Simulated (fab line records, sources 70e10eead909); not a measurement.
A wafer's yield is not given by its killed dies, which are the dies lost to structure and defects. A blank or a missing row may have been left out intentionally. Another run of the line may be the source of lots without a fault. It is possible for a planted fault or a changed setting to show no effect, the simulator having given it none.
fab line records -- flow nand-harc
record lots=15, wafers=42, last-day=33
route steps=1302 shown A_ONON_D1@425 A_CHANNEL_HOLE_D1@450
lots with no fault: from the same line, run without faults
start-h: start of the lot's first displayed wafer, in hours after the record's first day -- wait-h: how many hours have passed since the lot's step before this one -- " identical to the entry in the row above -- L1.1+2: one row covering several wafers at once -- - value missing, or start not given -- * or withheld: withheld -- < > ~ a bound
route shown NAME@n: names a module that has steps shown in the file, with the first one's number in the route -- usual: mean/standard deviation of fault-free wafers -- same: alike in all rows -- chamber/n: place in a boat -- sites: the reading at each site -- _std_site: the values' standard deviation -- _edge_site: inner sites' mean taken away from outer sites' mean -- radius-mm: how far each site lies from the wafer's centre -- mask NAME#n: copy n -- behind: the most recent tool/chamber to have shaped the wafer -- hold: reason for holding the lot/hours on hold/outcome of the hold -- device: the transistor (n, p or np) that didn't switch -- end of line: at the end of the route, the tests of the same wafers -- a step given without rows: its recipe and nothing more -- killed: count of dies lost to structure and defects at first sort (not the wafer's yield) -- map: dies across one wafer; x = killed, . = not, _ = none there
set.NAME: the setting that was run; set.NAME@STEP: the one run at that earlier step -- model.NAME: the simulator's own value behind a step, which no gauge read
steps of the route over a sample of lots; a table a step, a row a wafer
services: the hour from which a tool's chamber was out of use, counted from the record's first day as start-h (under 0 if before that day), plus the number of hours and why
## steps
# step NHARC_A_ONON_D1_THK_MEAS_02
# recipe thk-meas-gauge=ellipsometry
# usual thk-nm=999/9
lot.wafer,tool,chamber,start-h,wait-h,thk-nm
L357.4,film-metro-02,-,167.34,-,1002
L357.5,film-metro-02,-,167.34,-,1000
L357.6,film-metro-02,-,167.34,-,999
L359.1,film-metro-02,-,173.86,-,997
L359.4,film-metro-02,-,173.86,-,997
L359.5,film-metro-02,-,173.86,-,994
L360.2,film-metro-01,-,191.16,-,992
L360.4,film-metro-01,-,191.16,-,992
L360.5,film-metro-01,-,191.16,-,994
L362.1,film-metro-01,-,208.58,-,985
L362.2,film-metro-01,-,208.58,-,985
L362.3,film-metro-01,-,208.58,-,983
L364.1,film-metro-02,-,233.33,-,1013
L364.5,film-metro-02,-,233.33,-,1011
L364.6,film-metro-02,-,233.33,-,1012
L365.1,film-metro-01,-,237.95,-,1000
L365.4,film-metro-01,-,237.95,-,1001
L365.6,film-metro-01,-,237.95,-,1001
L366.2,film-metro-02,-,254.20,-,996
L366.3,film-metro-02,-,254.20,-,998
L366.5,film-metro-02,-,254.20,-,997
L367.2,film-metro-02,-,264.73,-,993
L367.3,film-metro-02,-,264.73,-,993
L367.6,film-metro-02,-,264.73,-,994
L370.4,film-metro-02,-,287.03,-,996
L370.5,film-metro-02,-,287.03,-,995
L370.6,film-metro-02,-,287.03,-,997
L371.2,film-metro-02,-,313.45,-,993
L371.4,film-metro-02,-,313.45,-,992
L373.1,film-metro-01,-,322.73,-,1005
L373.2,film-metro-01,-,322.73,-,1003
L374.1,film-metro-01,-,332.19,-,991
L374.2,film-metro-01,-,332.19,-,990
L378.2,film-metro-01,-,368.44,-,1003
L378.5,film-metro-01,-,368.44,-,1005
L378.6,film-metro-01,-,368.44,-,1005
L379.1,film-metro-01,-,378.79,-,1007
L379.3,film-metro-01,-,378.79,-,1010
L379.6,film-metro-01,-,378.79,-,1008
L380.3,film-metro-02,-,388.24,-,1023
L380.4,film-metro-02,-,388.24,-,1023
L380.6,film-metro-02,-,388.24,-,1025
# step NHARC_A_ONON_D1_DEP_25
# recipe target-thk-a=10000, n2-flow-sccm=2750, n2o-flow-sccm=2000, nh3-flow-sccm=500, sih4-flow-sccm=210, temp-c=400
lot.wafer,tool,chamber,start-h,wait-h
L357.4+5+6,pecvd-onon-01,0,178.90,0.2
L359.1+4+5,pecvd-onon-03,0,187.57,0.1
L360.2+4+5,pecvd-onon-01,0,202.76,0.1
L362.1+2+3,pecvd-onon-01,0,219.87,0.1
L364.1+5+6,pecvd-onon-03,0,244.86,0.1
L365.1+4+6,pecvd-onon-02,0,249.20,0.1
L366.2+3+5,pecvd-onon-02,0,265.53,0.1
L367.2+3+6,pecvd-onon-02,0,276.28,0.1
L370.4+5+6,pecvd-onon-02,0,300.38,0.2
L371.2+4,pecvd-onon-02,0,324.53,0.1
L373.1+2,pecvd-onon-02,0,334.07,0.1
L374.1+2,pecvd-onon-02,0,345.64,0.1
L378.2+5+6,pecvd-onon-01,0,379.74,0.1
L379.1+3+6,pecvd-onon-03,0,390.05,0.1
L380.3+4+6,pecvd-onon-03,0,400.96,0.2
# step NHARC_A_ONON_D1_THK_MEAS_27
# recipe thk-meas-gauge=ellipsometry
# usual thk-nm=1000/9.3
lot.wafer,tool,chamber,start-h,wait-h,thk-nm
L357.4,film-metro-02,-,179.24,-,1007
L357.5,film-metro-02,-,179.24,-,1007
L357.6,film-metro-02,-,179.24,-,1008
L359.1,film-metro-02,-,188.08,-,998
L359.4,film-metro-02,-,188.08,-,998
L359.5,film-metro-02,-,188.08,-,996
L360.2,film-metro-02,-,203.21,-,999
L360.4,film-metro-02,-,203.21,-,999
L360.5,film-metro-02,-,203.21,-,999
L362.1,film-metro-01,-,220.38,-,999
L362.2,film-metro-01,-,220.38,-,999
L362.3,film-metro-01,-,220.38,-,999
L364.1,film-metro-01,-,245.37,-,1001
L364.5,film-metro-01,-,245.37,-,1001
L364.6,film-metro-01,-,245.37,-,1001
L365.1,film-metro-01,-,249.72,-,998
L365.4,film-metro-01,-,249.72,-,998
L365.6,film-metro-01,-,249.72,-,997
L366.2,film-metro-02,-,265.98,-,1009
L366.3,film-metro-02,-,265.98,-,1009
L366.5,film-metro-02,-,265.98,-,1009
L367.2,film-metro-01,-,276.74,-,990
L367.3,film-metro-01,-,276.74,-,988
L367.6,film-metro-01,-,276.74,-,991
L370.4,film-metro-01,-,300.72,-,1000
L370.5,film-metro-01,-,300.72,-,1000
L370.6,film-metro-01,-,300.72,-,999
L371.2,film-metro-01,-,324.99,-,1010
L371.4,film-metro-01,-,324.99,-,563
L373.1,film-metro-02,-,334.57,-,553
L373.2,film-metro-02,-,334.57,-,998
L374.1,film-metro-02,-,346.15,-,566
L374.2,film-metro-02,-,346.15,-,1015
L378.2,film-metro-01,-,380.19,-,1003
L378.5,film-metro-01,-,380.19,-,1003
L378.6,film-metro-01,-,380.19,-,1002
L379.1,film-metro-01,-,390.56,-,1006
L379.3,film-metro-01,-,390.56,-,1004
L379.6,film-metro-01,-,390.56,-,1004
L380.3,film-metro-02,-,401.36,-,983
L380.4,film-metro-02,-,401.36,-,983
L380.6,film-metro-02,-,401.36,-,985
# step NHARC_A_ONON_D1_INSPECT_32
# usual raw-defect-count=70/30
lot.wafer,tool,chamber,start-h,wait-h,raw-defect-count
L357.4,defect-inspect-02,-,180.34,0.0,71
L357.5,defect-inspect-02,-,180.34,0.0,70
L357.6,defect-inspect-02,-,180.34,0.0,75
L359.1,defect-inspect-02,-,189.24,0.0,57
L359.4,defect-inspect-02,-,189.24,0.0,63
L359.5,defect-inspect-02,-,189.24,0.0,52
L360.2,defect-inspect-02,-,204.32,0.0,75
L360.4,defect-inspect-02,-,204.32,0.0,30
L360.5,defect-inspect-02,-,204.32,0.0,66
L362.1,defect-inspect-02,-,221.50,0.0,62
L362.2,defect-inspect-02,-,221.50,0.0,83
L362.3,defect-inspect-02,-,221.50,0.0,53
L364.1,defect-inspect-01,-,246.47,0.0,172
L364.5,defect-inspect-01,-,246.47,0.0,97
L364.6,defect-inspect-01,-,246.47,0.0,93
L365.1,defect-inspect-01,-,250.84,0.0,65
L365.4,defect-inspect-01,-,250.84,0.0,65
L365.6,defect-inspect-01,-,250.84,0.0,57
L366.2,defect-inspect-01,-,267.11,0.0,58
L366.3,defect-inspect-01,-,267.11,0.0,62
L366.5,defect-inspect-01,-,267.11,0.0,51
L367.2,defect-inspect-02,-,277.84,0.0,106
L367.3,defect-inspect-02,-,277.84,0.0,68
L367.6,defect-inspect-02,-,277.84,0.0,150
L370.4,defect-inspect-02,-,301.82,0.0,77
L370.5,defect-inspect-02,-,301.82,0.0,108
L370.6,defect-inspect-02,-,301.82,0.0,75
L371.2,defect-inspect-02,-,326.11,0.0,96
L371.4,defect-inspect-02,-,326.11,0.0,72
L373.1,defect-inspect-01,-,335.70,0.0,56
L373.2,defect-inspect-01,-,335.70,0.0,20
L374.1,defect-inspect-01,-,347.40,0.0,85
L374.2,defect-inspect-01,-,347.40,0.0,45
L378.2,defect-inspect-02,-,381.29,0.0,55
L378.5,defect-inspect-02,-,381.29,0.0,74
L378.6,defect-inspect-02,-,381.29,0.0,85
L379.1,defect-inspect-01,-,391.66,0.0,61
L379.3,defect-inspect-01,-,391.66,0.0,45
L379.6,defect-inspect-01,-,391.66,0.0,54
L380.3,defect-inspect-02,-,402.48,0.0,55
L380.4,defect-inspect-02,-,402.48,0.0,48
L380.6,defect-inspect-02,-,402.48,0.0,30
# step NHARC_A_CHANNEL_HOLE_D1_DEP_00
# recipe target-thk-a=31000, temp-c=400, material=aC
# usual throttle-valve-pct=35.000/0.0086
lot.wafer,tool,chamber,start-h,wait-h,throttle-valve-pct
L357.4,acl-dep-01,0,182.02,1.7,35.000
L357.5,acl-dep-01,0,182.02,1.7,35.016
L357.6,acl-dep-01,0,182.02,1.7,35.014
L359.1,acl-dep-01,0,189.30,0.1,35.002
L359.4,acl-dep-01,0,189.30,0.1,35.002
L359.5,acl-dep-01,0,189.30,0.1,35.008
L360.2,acl-dep-02,0,208.71,4.4,35.013
L360.4,acl-dep-02,0,208.71,4.4,35.000
L360.5,acl-dep-02,0,208.71,4.4,34.985
L362.1,acl-dep-02,0,222.22,0.7,35.007
L362.2,acl-dep-02,0,222.22,0.7,35.015
L362.3,acl-dep-02,0,222.22,0.7,35.010
L364.1,acl-dep-01,0,251.70,5.2,34.980
L364.5,acl-dep-01,0,252.98,6.5,34.995
L364.6,acl-dep-01,0,252.98,6.5,34.997
L365.1,acl-dep-01,0,256.12,5.3,34.994
L365.4,acl-dep-01,0,256.12,5.3,35.004
L365.6,acl-dep-01,0,256.12,5.3,34.995
L366.2,acl-dep-02,0,268.92,1.8,34.979
L366.3,acl-dep-02,0,268.92,1.8,34.993
L366.5,acl-dep-02,0,268.92,1.8,35.005
L367.2,acl-dep-03,0,281.60,3.8,35.012
L367.3,acl-dep-03,0,281.60,3.8,34.996
L367.6,acl-dep-03,0,281.60,3.8,34.995
L370.4,acl-dep-01,0,303.94,2.1,35.005
L370.5,acl-dep-01,0,303.94,2.1,35.000
L370.6,acl-dep-01,0,303.94,2.1,34.989
L371.2,acl-dep-02,0,331.69,5.6,34.993
L373.2,acl-dep-02,0,336.08,0.4,35.008
L374.2,acl-dep-01,0,347.79,0.4,35.010
L378.2,acl-dep-02,0,387.08,5.8,34.984
L378.5,acl-dep-02,0,387.08,5.8,35.003
L378.6,acl-dep-02,0,387.08,5.8,34.994
L379.1,acl-dep-03,0,391.73,0.1,34.997
L379.3,acl-dep-03,0,391.73,0.1,34.996
L379.6,acl-dep-03,0,391.73,0.1,34.999
L380.3,acl-dep-02,0,403.17,0.7,34.999
L380.4,acl-dep-02,0,403.17,0.7,34.988
L380.6,acl-dep-02,0,403.17,0.7,35.010
## services
tool,chamber,start-h,hours,kind
acl-dep-03,-,170.32,2.3,repair
pecvd-onon-02,-,185.55,13.0,pm
acl-dep-01,-,191.20,13.0,pm
pecvd-onon-01,-,212.50,4.2,repair
pecvd-onon-03,-,227.16,13.0,pm
acl-dep-02,-,241.61,13.0,pm
pecvd-onon-01,-,267.03,2.0,repair
pecvd-onon-01,-,269.40,13.0,pm
acl-dep-03,-,300.41,13.0,pm
pecvd-onon-02,-,366.76,13.0,pm
acl-dep-01,-,372.97,13.0,pm
## key
first-sign step=NHARC_A_ONON_D1_THK_MEAS_27, reading=thk-nm, direction=down, sigmas=47, usual=1000, struck=561
effect none on later readings
met-at NHARC_A_ONON_D1_DEP_25
struck-lots L371,L373,L374
struck-wafers L371.4,L373.1,L374.1
later-rows-left-out L371.4,L373.1,L374.1
sort-left-out L371.4,L373.1,L374.1
tester-left-out L371,L373,L374
not-acting-at NHARC_A_ONON_D1_THK_MEAS_02,NHARC_A_ONON_D1_INSPECT_32,NHARC_A_CHANNEL_HOLE_D1_DEP_00
onset-between 300.38 324.53
fault kind=process-parameter-drift, tool=pecvd-onon-02, chamber=-, onset-h=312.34, steps=NHARC_A_ONON_D1_DEP_25, channel=target-thk-a, offset=*, shape=step, end-h=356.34, scope=struck-wafers-only, acts-in=*, stated=*
# tester-left-out: of these lots the tester's yield and bins aren't shown, on N5 and GAA mostly nor the transistor test; their killed dies are dies lost to structure and defects alone, not to doping, threshold or leakage, so they don't give the yield
# sort-left-out: the simulated sort isn't trusted on such a fault, so these wafers' sort isn't shown, and their yield isn't known
# later-rows-left-out: the simulator's readings of these wafers behind a module that went badly wrong aren't trusted and aren't shown, but for the sort
